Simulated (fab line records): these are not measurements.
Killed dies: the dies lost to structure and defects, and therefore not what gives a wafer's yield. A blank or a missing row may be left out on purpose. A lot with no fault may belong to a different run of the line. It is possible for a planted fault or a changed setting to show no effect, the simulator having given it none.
The tool behind it: which one? | flow n5_finfet | 36 wafers from 12 lots sampled at 2 of the route's 1938 steps

## WHAT EACH GAUGE READ, for each wafer
N5_BEOL_M14_RS_MEAS_54: measurement is done with a four-point probe.
lot  | measured     | on            | M14_RS (ohm/sq)
L076 | day 12 01:26 | film_metro-01 | 0.0331 0.0351 0.0331
L077 | day 12 10:08 | film_metro-02 | 0.0334 0.0320 0.0323
L080 | day 13 05:34 | film_metro-02 | 0.0332 0.0327 0.0327
L082 | day 13 13:30 | film_metro-02 | 0.0333 0.0318 0.0317
L081 | day 13 18:07 | film_metro-01 | 0.0333 0.0323 0.0334
L085 | day 14 17:23 | film_metro-02 | 0.0333 0.0325 0.0335
L086 | day 14 21:20 | film_metro-02 | 0.0333 0.0320 0.0334
L090 | day 15 23:19 | film_metro-02 | 0.0351 0.0331 0.0349
L091 | day 16 00:28 | film_metro-01 | 0.0331 0.0319 0.0324
L093 | day 16 19:02 | film_metro-01 | 0.0332 0.0334 0.0334
L096 | day 17 00:16 | film_metro-02 | 0.0325 0.0323 0.0322
L097 | day 17 08:30 | film_metro-01 | 0.0334 0.0351 0.0330

## WHICH TOOL RAN EACH LOT (tool, then ch and the chambers of the sampled wafers, then the start)
lot  | N5_BEOL_M14_STRIP_37
L076 | rie_diel-04 ch 1,2,3, day 11 23:04
L077 | rie_diel-01 ch 1,2, day 12 08:36
L080 | rie_diel-04 ch 2,3, day 13 03:52
L082 | rie_diel-04 ch 1,2, day 13 11:19
L081 | rie_diel-03 ch 0,1, day 13 16:14
L085 | rie_diel-04 ch 1,2, day 14 15:22
L086 | rie_diel-03 ch 0,1, day 14 19:33
L090 | rie_diel-03 ch 1,2, day 15 21:29
L091 | rie_diel-04 ch 0,1, day 15 21:50
L093 | rie_diel-04 ch 0,1,2, day 16 16:59
L096 | rie_diel-04 ch 0,1,2, day 16 22:34
L097 | rie_diel-01 ch 1,2,3, day 17 06:45
- N5_BEOL_M14_STRIP_37: strips in O2.

## THE ANSWER, worked out from the rows above alone
Rule: the usual values come from the lots themselves. The widest of any qualifying gaps counts: lots, ordered by their means at a reading, are off when they make up no more than a third of the lots, leave a main group of 4 or more, and stand apart from it by 3 or more times the standard deviation of that group's means. A main group whose means are all the same, to the digits that the tables above print for the reading, isn't used. A lot without any number at a reading at which 4 lots or more have one is off too. Any other lot the step has rows for is counted as sound.
None of the lots is off at any reading shown; this tells nothing.

## WHAT THE SIMULATOR PUT IN
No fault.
